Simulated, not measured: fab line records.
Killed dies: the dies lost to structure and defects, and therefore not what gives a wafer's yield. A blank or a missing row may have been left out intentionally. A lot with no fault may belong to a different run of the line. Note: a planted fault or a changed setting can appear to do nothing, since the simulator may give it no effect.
fab line records + flow nand_harc
[record]
- lots = 15
- wafers = 45
- last_day = 34
route steps=1302 shown A_M1@1194 A_BONDPAD@1220 THIN_TSV@1294
lots that met no fault: taken from a fault-free run of the same line
start_h: hours from the record's opening day to when the first of the lot's shown wafers began + wait_h: how many hours have passed since the lot's step before this one + " unchanged from the row above + L1.1+2: several wafers, shown together as one row + - no value, or no start given + * or withheld: withheld + < > ~ a bound
route shown NAME@n: names a module that has steps shown in the file, with the first one's number in the route + usual: mean and standard deviation over wafers with no fault + same: alike in all rows + chamber/n: place in a boat + sites: each site's reading + _std_site: the standard deviation of these + _edge_site: outer sites' mean less inner sites' + radius_mm: for every site, how far away it sits from the centre of the wafer + mask NAME#n: copy n + behind: the last tool/chamber to shape the wafer + hold: what put the lot on hold/how long, in hours/how the hold closed + device: the transistor (n, p or np) that didn't switch + end of line: tests run on the same wafers once the route is complete + a step with no rows: only its recipe + killed: dies lost to structure and defects at the first sort, not the wafer's yield + map: the dies of a wafer, with x for killed, . for not killed, _ for no die there
set.NAME: the setting that was run; set.NAME@STEP: the one run at that earlier step + model.NAME: the simulator's own value behind a step, which no gauge read
route steps across a sampled set of lots; one table per step, one row per wafer
services: the hour from which a tool's chamber was out of use, counted from the record's first day as start_h (under 0 if before that day), plus the number of hours and why
[[steps]]
[step NHARC_A_M1_ANNEAL_31]
[recipe]
- temp_c = 225
- time_s = 90
[usual]
- wafer_temp_C_max = 226.3/0.31
| lot.wafer | tool          | chamber | start_h | wait_h | wafer_temp_C_max |
|-----------|---------------|---------|---------|--------|------------------|
| L655.2    | rtp_anneal-01 | 0       | 533.48  | -      | 226.5            |
| L655.4    | "             | 0       | "       | "      | 226.1            |
| L655.5    | "             | 0       | "       | "      | 226.3            |
| L656.2    | rtp_anneal-01 | 0       | 535.19  | -      | 225.7            |
| L656.3    | "             | 0       | "       | "      | 226.2            |
| L656.6    | "             | 0       | "       | "      | 226.9            |
| L659.2    | rtp_anneal-02 | 0       | 556.84  | 0.4    | 226.1            |
| L659.4    | "             | 0       | "       | "      | 226.8            |
| L659.6    | "             | 0       | "       | "      | 226.6            |
| L658.1    | rtp_anneal-02 | 0       | 557.59  | -      | 226.8            |
| L658.4    | "             | 0       | "       | "      | 226.2            |
| L658.5    | "             | 0       | "       | "      | 226.5            |
| L660.1    | rtp_anneal-02 | 0       | 572.98  | 0.3    | 226.4            |
| L660.2    | "             | 0       | "       | "      | 226.3            |
| L660.4    | "             | 0       | "       | "      | 226.2            |
| L661.1    | rtp_anneal-02 | 0       | 587.96  | 0.3    | 226.3            |
| L661.2    | "             | 0       | "       | "      | 226.6            |
| L661.6    | "             | 0       | "       | "      | 226.8            |
| L663.4    | rtp_anneal-02 | 0       | 605.46  | -      | 226.5            |
| L663.5    | "             | 0       | "       | "      | 226.2            |
| L663.6    | "             | 0       | "       | "      | 226.3            |
| L670.2    | rtp_anneal-02 | 0       | 676.40  | 0.3    | 226.1            |
| L670.3    | "             | 0       | "       | "      | 226.4            |
| L670.4    | "             | 0       | "       | "      | 226.3            |
| L671.1    | rtp_anneal-02 | 0       | 690.51  | 0.3    | 226.1            |
| L671.2    | "             | 0       | "       | "      | 226.8            |
| L671.6    | "             | 0       | "       | "      | 226.8            |
| L673.1    | rtp_anneal-02 | 0       | 713.13  | 0.3    | 226.6            |
| L673.2    | "             | 0       | "       | "      | 226.5            |
| L673.4    | "             | 0       | "       | "      | 226.3            |
| L675.1    | rtp_anneal-01 | 0       | 715.96  | -      | 226.6            |
| L675.3    | "             | 0       | "       | "      | 226.4            |
| L675.4    | "             | 0       | "       | "      | 226.4            |
| L674.3    | rtp_anneal-01 | 0       | 722.78  | 0.3    | 225.8            |
| L674.4    | "             | 0       | "       | "      | 226.4            |
| L674.5    | "             | 0       | "       | "      | 226.0            |
| L676.4    | rtp_anneal-01 | 0       | 744.49  | 0.4    | 226.0            |
| L676.5    | "             | 0       | "       | "      | 226.4            |
| L676.6    | "             | 0       | "       | "      | 226.1            |
| L677.1    | rtp_anneal-01 | 0       | 745.98  | 0.3    | 226.4            |
| L677.2    | "             | 0       | "       | "      | 226.1            |
| L677.5    | "             | 0       | "       | "      | 225.9            |
| L678.2    | rtp_anneal-01 | 0       | 770.03  | 0.4    | 225.9            |
| L678.4    | "             | 0       | "       | "      | 225.7            |
| L678.6    | "             | 0       | "       | "      | 226.0            |
[step NHARC_A_BONDPAD_ETCH_12]
[recipe]
- target_depth_a = 2200
- time_s = 110
- chf3_flow_sccm = 50
- o2_flow_sccm = 10
- ar_flow_sccm = 200
- rf_w = 500
- bias_w = 200
- chemistry = CHF3/O2
[usual]
- bias_w = 200.0/0.58
- chamber_pressure_mTorr = 25.000/0.023
- drypump_motor_current_A = 5.7/0.49
- o2_flow_sccm = 10.00/0.03
- oes_product_au = 0.936/0.022
- rf_vpp_V = 370.9/2.1
- showerhead_plenum_p_Torr = 2.42/0.095
- throttle_valve_pct = 20.572/0.0094
| lot.wafer | tool        | chamber | start_h | wait_h | bias_w | chamber_pressure_mTorr | drypump_motor_current_A | o2_flow_sccm | oes_product_au | rf_hours_counter_h | rf_vpp_V | showerhead_plenum_p_Torr | throttle_valve_pct |
|-----------|-------------|---------|---------|--------|--------|------------------------|-------------------------|--------------|----------------|--------------------|----------|--------------------------|--------------------|
| L655.2    | rie_diel-02 | 2       | -       | -      | 200.6  | 25.030                 | 5.8                     | 9.94         | 0.927          | 22                 | 369.1    | 2.34                     | 20.553             |
| L655.4    | "           | 2       | "       | "      | 198.9  | 24.971                 | 5.9                     | 10.02        | 0.928          | -                  | 368.5    | 2.34                     | 20.561             |
| L655.5    | "           | 3       | "       | "      | 200.7  | 24.992                 | 6.1                     | 10.03        | 0.916          | -                  | 374.5    | 2.59                     | 20.559             |
| L656.2    | rie_diel-11 | 2       | -       | -      | 199.2  | 24.991                 | 6.6                     | 10.00        | 0.934          | 3                  | 369.8    | 2.40                     | 20.573             |
| L656.3    | "           | 3       | "       | "      | 200.2  | 25.008                 | 5.9                     | 10.00        | 0.946          | 3                  | 369.7    | 2.38                     | 20.562             |
| L656.6    | "           | 1       | "       | "      | 199.4  | 24.975                 | 5.1                     | 10.00        | 0.922          | -                  | 370.0    | 2.36                     | 20.582             |
| L659.2    | rie_diel-09 | 1       | -       | -      | 200.0  | 24.986                 | 6.2                     | 9.93         | 0.917          | 26                 | 372.0    | 2.52                     | 20.579             |
| L659.4    | "           | 2       | "       | "      | 200.4  | 24.997                 | 6.1                     | 10.03        | 0.927          | 24                 | 372.6    | 2.54                     | 20.553             |
| L659.6    | "           | 0       | "       | "      | 200.8  | 24.985                 | 6.0                     | 10.05        | 0.937          | -                  | 368.8    | 2.27                     | 20.574             |
| L658.4    | rie_diel-02 | 1       | -       | -      | 199.3  | 25.010                 | 5.3                     | 9.97         | 0.911          | 26                 | 368.0    | 2.25                     | 20.571             |
| L658.1    | "           | 2       | "       | "      | 200.7  | 25.018                 | 5.8                     | 9.98         | 0.926          | 26                 | 368.3    | 2.33                     | 20.576             |
| L658.5    | "           | 3       | "       | "      | 200.7  | 24.968                 | 6.1                     | 10.01        | 0.921          | -                  | 374.0    | 2.59                     | 20.563             |
| L660.4    | rie_diel-11 | 1       | -       | -      | 199.8  | 24.998                 | 5.1                     | 10.04        | 0.952          | 4                  | 370.0    | 2.36                     | 20.579             |
| L660.2    | "           | 2       | "       | "      | 200.4  | 25.035                 | 6.5                     | 10.04        | 0.953          | 4                  | 369.4    | 2.40                     | 20.556             |
| L660.1    | "           | 3       | "       | "      | 200.3  | 25.015                 | 5.9                     | 10.05        | 0.963          | 4                  | 368.6    | 2.38                     | 20.562             |
| L661.1    | rie_diel-11 | 2       | -       | -      | 200.3  | 25.031                 | 6.5                     | 10.02        | 0.941          | 5                  | 368.7    | 2.39                     | 20.565             |
| L661.2    | "           | 0       | "       | "      | 199.7  | 25.030                 | 5.4                     | 9.97         | 0.920          | 4                  | 374.5    | 2.55                     | 20.584             |
| L661.6    | "           | 2       | "       | "      | 201.2  | 25.013                 | 6.6                     | 9.99         | 0.933          | -                  | 371.5    | 2.40                     | 20.568             |
| L663.4    | rie_diel-11 | 3       | -       | -      | 198.5  | 24.974                 | 5.9                     | 10.00        | 0.942          | 5                  | 370.3    | 2.38                     | 20.566             |
| L663.5    | "           | 0       | "       | "      | 200.4  | 24.951                 | 5.4                     | 9.94         | 0.918          | -                  | 372.6    | 2.55                     | 20.595             |
| L663.6    | "           | 1       | "       | "      | 199.6  | 24.989                 | 5.2                     | 10.01        | 0.916          | -                  | 369.3    | 2.36                     | 20.574             |
| L670.3    | rie_diel-11 | 3       | -       | -      | 200.1  | 25.020                 | 5.9                     | 10.02        | 0.941          | 2                  | 368.5    | 2.38                     | 20.570             |
| L670.2    | "           | 1       | "       | "      | 199.8  | 24.996                 | 5.1                     | 10.05        | 0.900          | 1                  | 369.2    | 2.36                     | 20.578             |
| L670.4    | "           | 2       | "       | "      | 200.4  | 25.002                 | 6.6                     | 10.04        | 0.915          | 1                  | 370.5    | 2.39                     | 20.573             |
| L671.2    | rie_diel-11 | 3       | -       | -      | 199.7  | 25.015                 | 5.9                     | 10.02        | 0.940          | 2                  | 369.2    | 2.38                     | 20.581             |
| L671.1    | "           | 0       | "       | "      | 199.8  | 25.016                 | 5.4                     | 10.00        | 0.919          | 2                  | 373.6    | 2.55                     | 20.574             |
| L671.6    | "           | 0       | "       | "      | 199.3  | 24.989                 | 5.4                     | 10.00        | 0.909          | -                  | 373.2    | 2.55                     | 20.579             |
| L673.1    | rie_diel-02 | 3       | -       | -      | 199.2  | 24.990                 | 6.1                     | 9.97         | 0.926          | 24                 | 374.0    | 2.58                     | 20.567             |
| L673.2    | "           | 0       | "       | "      | 200.1  | 25.015                 | 5.2                     | 9.99         | 0.917          | 24                 | 369.5    | 2.37                     | 20.594             |
| L673.4    | "           | 1       | "       | "      | 199.8  | 25.040                 | 5.3                     | 10.07        | 0.918          | 27                 | 368.0    | 2.24                     | 20.575             |
| L675.1    | rie_diel-11 | 2       | -       | -      | 200.5  | 25.015                 | 6.5                     | 9.97         | 0.924          | 2                  | 370.0    | 2.39                     | 20.579             |
| L675.3    | "           | 3       | "       | "      | 199.9  | 24.992                 | 5.9                     | 10.02        | 0.944          | 2                  | 370.8    | 2.38                     | 20.587             |
| L675.4    | "           | 0       | "       | "      | 199.6  | 25.012                 | 5.4                     | 10.02        | 0.904          | 2                  | 373.3    | 2.55                     | 20.572             |
| L674.3    | rie_diel-11 | 0       | -       | -      | 200.1  | 25.021                 | 5.4                     | 9.99         | 0.943          | 2                  | 373.1    | 2.55                     | 20.572             |
| L674.5    | "           | 1       | "       | "      | 199.9  | 24.966                 | 5.1                     | 10.04        | 0.948          | -                  | 370.1    | 2.36                     | 20.580             |
| L674.4    | "           | 3       | "       | "      | 199.6  | 24.984                 | 5.9                     | 9.99         | 0.975          | -                  | 369.2    | 2.38                     | 20.580             |
| L676.4    | rie_diel-02 | 2       | -       | -      | 200.0  | 24.959                 | 5.8                     | 10.01        | 0.936          | 31                 | 369.4    | 2.32                     | 20.568             |
| L676.5    | "           | 3       | "       | "      | 200.3  | 24.975                 | 6.1                     | 10.02        | 0.941          | -                  | 374.9    | 2.58                     | 20.567             |
| L676.6    | "           | 0       | "       | "      | 199.6  | 25.033                 | 5.2                     | 10.00        | 0.931          | -                  | 370.4    | 2.36                     | 20.570             |
| L677.1    | rie_diel-11 | 1       | -       | -      | 200.3  | 25.009                 | 5.2                     | 9.99         | 0.940          | 3                  | 369.6    | 2.35                     | 20.572             |
| L677.2    | "           | 3       | "       | "      | 199.9  | 25.002                 | 5.9                     | 9.99         | 0.995          | 3                  | 371.0    | 2.38                     | 20.574             |
| L677.5    | "           | 1       | "       | "      | 200.8  | 24.984                 | 5.1                     | 10.03        | 0.945          | -                  | 368.1    | 2.35                     | 20.595             |
| L678.4    | rie_diel-11 | 0       | -       | -      | 199.4  | 25.000                 | 5.4                     | 9.97         | 0.956          | 4                  | 373.0    | 2.55                     | 20.565             |
| L678.2    | "           | 2       | "       | "      | 199.9  | 25.009                 | 6.6                     | 10.00        | 0.934          | 3                  | 371.6    | 2.39                     | 20.582             |
| L678.6    | "           | 0       | "       | "      | 199.1  | 25.001                 | 5.4                     | 9.97         | 0.965          | -                  | 373.0    | 2.55                     | 20.582             |
[step NHARC_A_BONDPAD_DEGAS_25]
[recipe]
- temp_c = 300
- time_s = 60
[usual]
- heater_power_w = 486/41
| lot.wafer | tool           | chamber | start_h | wait_h | heater_power_w |
|-----------|----------------|---------|---------|--------|----------------|
| L655.2    | pvd_sputter-01 | -       | 537.44  | -      | 493            |
| L655.4    | "              | -       | "       | "      | 535            |
| L655.5    | "              | -       | "       | "      | 501            |
| L656.3    | pvd_sputter-02 | -       | 539.10  | -      | 486            |
| L656.2    | "              | -       | "       | "      | 433            |
| L656.6    | "              | -       | "       | "      | 466            |
| L659.2    | pvd_sputter-01 | -       | 560.69  | -      | 494            |
| L659.4    | "              | -       | "       | "      | 516            |
| L659.6    | "              | -       | "       | "      | 516            |
| L658.4    | pvd_sputter-03 | -       | 561.52  | -      | 456            |
| L658.1    | "              | -       | "       | "      | 496            |
| L658.5    | "              | -       | "       | "      | 448            |
| L660.2    | pvd_sputter-03 | -       | 576.87  | -      | 493            |
| L660.4    | "              | -       | "       | "      | 537            |
| L660.1    | "              | -       | "       | "      | 465            |
| L661.1    | pvd_sputter-03 | -       | 591.85  | -      | 497            |
| L661.2    | "              | -       | "       | "      | 463            |
| L661.6    | "              | -       | "       | "      | 530            |
| L663.4    | pvd_sputter-02 | -       | 609.08  | -      | 470            |
| L663.5    | "              | -       | "       | "      | 450            |
| L663.6    | "              | -       | "       | "      | 522            |
| L670.2    | pvd_sputter-02 | -       | 680.37  | -      | 474            |
| L670.3    | "              | -       | "       | "      | 550            |
| L670.4    | "              | -       | "       | "      | 487            |
| L671.1    | pvd_sputter-02 | -       | 694.38  | -      | 560            |
| L671.2    | "              | -       | "       | "      | 498            |
| L671.6    | "              | -       | "       | "      | 472            |
| L673.2    | pvd_sputter-01 | -       | 717.11  | -      | 391            |
| L673.1    | "              | -       | "       | "      | 522            |
| L673.4    | "              | -       | "       | "      | 476            |
| L675.4    | pvd_sputter-02 | -       | 719.86  | -      | 477            |
| L675.3    | "              | -       | "       | "      | 493            |
| L675.1    | "              | -       | "       | "      | 438            |
| L674.4    | pvd_sputter-01 | -       | 726.67  | -      | 496            |
| L674.3    | "              | -       | "       | "      | 402            |
| L674.5    | "              | -       | "       | "      | 520            |
| L676.4    | pvd_sputter-01 | -       | 748.11  | -      | 478            |
| L676.6    | "              | -       | "       | "      | 530            |
| L676.5    | "              | -       | "       | "      | 493            |
| L677.1    | pvd_sputter-02 | -       | 749.75  | -      | 540            |
| L677.2    | "              | -       | "       | "      | 505            |
| L677.5    | "              | -       | "       | "      | 543            |
| L678.4    | pvd_sputter-03 | -       | 773.89  | -      | 547            |
| L678.2    | "              | -       | "       | "      | 460            |
| L678.6    | "              | -       | "       | "      | 504            |
[step NHARC_THIN_TSV_ETCH_59]
[recipe]
- target_depth_a = 8800
- icp_w = 900
- bias_w = 100
- Cl2_flow_sccm = 60
- bcl3_flow_sccm = 30
- time_s = 138.1
- chemistry = Cl2/BCl3
[usual]
- bcl3_flow_sccm = 30.00/0.081
- bias_w = 100.0/0.3
- drypump_motor_current_A = 5.7/0.35
- oes_product_au = 0.998/0.011
- throttle_valve_pct = 22.265/0.0088
| lot.wafer | tool         | chamber | start_h | wait_h | bcl3_flow_sccm | bias_w | drypump_motor_current_A | oes_product_au | rf_hours_counter_h | throttle_valve_pct |
|-----------|--------------|---------|---------|--------|----------------|--------|-------------------------|----------------|--------------------|--------------------|
| L655.2    | rie_metal-01 | 0       | 557.72  | 0.2    | 29.94          | 100.0  | 5.9                     | 0.977          | -                  | 22.276             |
| L655.4    | "            | 0       | "       | "      | 29.94          | 100.1  | 5.9                     | 0.990          | -                  | 22.283             |
| L655.5    | "            | 0       | "       | "      | 29.97          | 100.3  | 5.9                     | 0.992          | -                  | 22.258             |
| L656.2    | rie_metal-03 | 1       | 558.60  | 0.1    | 30.07          | 100.0  | 5.5                     | 1.012          | 0.4                | 22.263             |
| L656.3    | "            | 1       | "       | "      | 30.00          | 100.2  | 5.5                     | 1.001          | -                  | 22.271             |
| L656.6    | "            | 0       | "       | "      | 29.97          | 100.0  | 5.7                     | 0.993          | -                  | 22.274             |
| L658.1    | rie_metal-02 | 1       | 581.39  | 0.1    | 30.00          | 100.0  | 5.1                     | 1.005          | 2.8                | 22.261             |
| L658.4    | "            | 1       | "       | "      | 29.98          | 100.5  | 5.1                     | 0.993          | -                  | 22.273             |
| L658.5    | "            | 0       | "       | "      | 29.97          | 101.0  | 6.1                     | 1.012          | -                  | 22.266             |
| L659.2    | rie_metal-03 | 1       | 583.06  | 0.1    | 29.93          | 100.3  | 5.5                     | 0.997          | 1.1                | 22.270             |
| L659.4    | "            | 1       | "       | "      | 29.95          | 100.0  | 5.5                     | 1.002          | -                  | 22.281             |
| L659.6    | "            | 0       | "       | "      | 30.01          | 100.3  | 5.7                     | 1.006          | -                  | 22.254             |
| L660.1    | rie_metal-02 | 0       | 597.23  | 0.1    | -              | -      | -                       | -              | -                  | -                  |
| L660.2    | "            | 1       | "       | "      | -              | -      | -                       | -              | -                  | -                  |
| L660.4    | "            | 1       | "       | "      | -              | -      | -                       | -              | -                  | -                  |
| L661.1    | rie_metal-03 | 0       | 614.94  | 0.1    | -              | -      | -                       | -              | -                  | -                  |
| L661.2    | "            | 1       | "       | "      | -              | -      | -                       | -              | -                  | -                  |
| L661.6    | "            | 0       | "       | "      | -              | -      | -                       | -              | -                  | -                  |
| L663.4    | rie_metal-03 | 0       | 629.27  | 0.2    | -              | -      | -                       | -              | -                  | -                  |
| L663.6    | "            | 0       | "       | "      | -              | -      | -                       | -              | -                  | -                  |
| L663.5    | "            | 1       | "       | "      | -              | -      | -                       | -              | -                  | -                  |
| L670.2    | rie_metal-01 | 1       | 703.65  | 0.1    | 29.93          | 100.3  | 6.1                     | 0.999          | 2.3                | 22.285             |
| L670.3    | "            | 1       | "       | "      | 30.03          | 100.0  | 6.1                     | 1.001          | -                  | 22.259             |
| L670.4    | "            | 0       | "       | "      | 29.99          | 99.8   | 5.9                     | 0.972          | -                  | 22.267             |
| L671.1    | rie_metal-02 | 0       | 715.40  | 0.1    | 30.05          | 99.4   | 6.1                     | 0.992          | 1.1                | 22.262             |
| L671.2    | "            | 1       | "       | "      | 30.12          | 99.5   | 5.1                     | 1.004          | 1.1                | 22.266             |
| L671.6    | "            | 0       | "       | "      | 29.94          | 99.8   | 6.1                     | 0.987          | -                  | 22.261             |
| L673.1    | rie_metal-02 | 1       | 737.72  | 0.1    | 30.00          | 99.8   | 5.1                     | 1.020          | 1.6                | 22.268             |
| L673.2    | "            | 0       | "       | "      | 29.97          | 99.9   | 6.0                     | 0.993          | 1.6                | 22.267             |
| L673.4    | "            | 1       | "       | "      | 30.00          | 99.2   | 5.1                     | 1.011          | -                  | 22.263             |
| L675.1    | rie_metal-01 | 0       | 738.97  | 0.1    | 30.05          | 99.7   | 5.9                     | 0.990          | 3.1                | 22.263             |
| L675.4    | "            | 0       | "       | "      | 30.19          | 99.7   | 5.9                     | 0.988          | -                  | 22.259             |
| L675.3    | "            | 1       | "       | "      | 30.00          | 100.6  | 6.1                     | 0.997          | -                  | 22.278             |
| L674.3    | rie_metal-02 | 1       | 753.47  | 0.3    | 29.94          | 99.8   | 5.1                     | 1.012          | -                  | 22.260             |
| L674.4    | "            | 1       | "       | "      | 29.96          | 100.0  | 5.1                     | 1.011          | -                  | 22.268             |
| L674.5    | "            | 1       | "       | "      | 30.02          | 100.0  | 5.1                     | 1.011          | -                  | 22.283             |
| L676.4    | rie_metal-02 | 1       | 769.11  | 0.2    | 30.03          | 100.1  | 5.1                     | 1.004          | -                  | 22.260             |
| L676.5    | "            | 0       | "       | "      | 29.82          | 99.9   | 6.1                     | 0.986          | -                  | 22.265             |
| L676.6    | "            | 1       | "       | "      | 30.00          | 100.1  | 5.1                     | 1.011          | -                  | 22.256             |
| L677.1    | rie_metal-01 | 1       | 770.46  | 0.1    | 30.05          | 99.8   | 6.1                     | 0.994          | 0.1                | 22.254             |
| L677.2    | "            | 0       | "       | "      | 30.04          | 99.6   | 5.9                     | 0.990          | 0.1                | 22.275             |
| L677.5    | "            | 0       | "       | "      | 30.09          | 99.6   | 5.9                     | 1.008          | -                  | 22.261             |
| L678.2    | rie_metal-02 | 1       | 793.77  | 0.1    | 30.05          | 100.3  | 5.1                     | 1.011          | 3.1                | 22.270             |
| L678.4    | "            | 0       | "       | "      | 29.84          | 100.0  | 6.1                     | 0.989          | -                  | 22.266             |
| L678.6    | "            | 0       | "       | "      | 29.85          | 100.3  | 6.1                     | 0.983          | -                  | 22.260             |
[[services]]
| tool           | chamber | start_h | hours | kind   |
|----------------|---------|---------|-------|--------|
| rie_diel-02    | 0       | 517.66  | 3.6   | repair |
| rie_metal-03   | -       | 519.00  | 9.0   | pm     |
| rie_metal-01   | 1       | 520.74  | 46.5  | repair |
| rie_diel-11    | 0       | 524.18  | 7.7   | repair |
| pvd_sputter-03 | -       | 526.00  | 10.0  | pm     |
| pvd_sputter-01 | -       | 549.41  | 6.2   | repair |
| pvd_sputter-01 | -       | 582.00  | 10.0  | pm     |
| rie_diel-11    | -       | 609.50  | 9.0   | pm     |
| rie_metal-02   | -       | 631.00  | 9.0   | pm     |
| pvd_sputter-02 | -       | 638.00  | 10.0  | pm     |
| pvd_sputter-02 | -       | 681.13  | 1.2   | repair |
| pvd_sputter-02 | -       | 690.62  | 0.5   | repair |
| rie_diel-11    | 2       | 692.90  | 7.0   | repair |
| rie_metal-02   | 0       | 706.05  | 1.0   | repair |
| rie_diel-11    | 2       | 724.11  | 15.7  | repair |
| pvd_sputter-02 | -       | 730.59  | 3.2   | repair |
| pvd_sputter-01 | -       | 731.90  | 1.3   | repair |
| rie_metal-02   | 0       | 741.56  | 14.5  | repair |
| rtp_anneal-02  | -       | 744.17  | 12.0  | pm     |
| rie_diel-11    | 2       | 756.78  | 4.6   | repair |
| pvd_sputter-01 | -       | 760.00  | 10.0  | pm     |
| pvd_sputter-01 | -       | 776.78  | 5.6   | repair |
| rie_metal-02   | 0       | 782.94  | 2.3   | repair |
| rie_diel-11    | -       | 786.50  | 9.0   | pm     |
[[key]]
[first_sign]
- step = NHARC_THIN_TSV_ETCH_59
- reading = tool_record
- direction = missing
effect none on later readings
met_at NHARC_THIN_TSV_ETCH_59
struck_lots L660,L661,L663
later_rows_left_out L660.1,L660.2,L660.4,L661.1,L661.2,L661.6,L663.4,L663.5,L663.6
sort_left_out L660.1,L660.2,L660.4,L661.1,L661.2,L661.6,L663.4,L663.5,L663.6
not_acting_at NHARC_A_M1_ANNEAL_31,NHARC_A_BONDPAD_ETCH_12,NHARC_A_BONDPAD_DEGAS_25
onset_between 583.06 597.23
[fault]
- kind = skipped_step_whole
- tool = rie_metal-02,rie_metal-03
- chamber = -
- onset_h = 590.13
- steps = NHARC_THIN_TSV_ETCH_59
- scope = struck_lots_only
// sort_left_out: the simulated sort isn't trusted on such a fault, so these wafers' sort isn't shown, and their yield isn't known
// later_rows_left_out: the simulator's readings of these wafers behind a module that went badly wrong aren't trusted and aren't shown, but for the sort
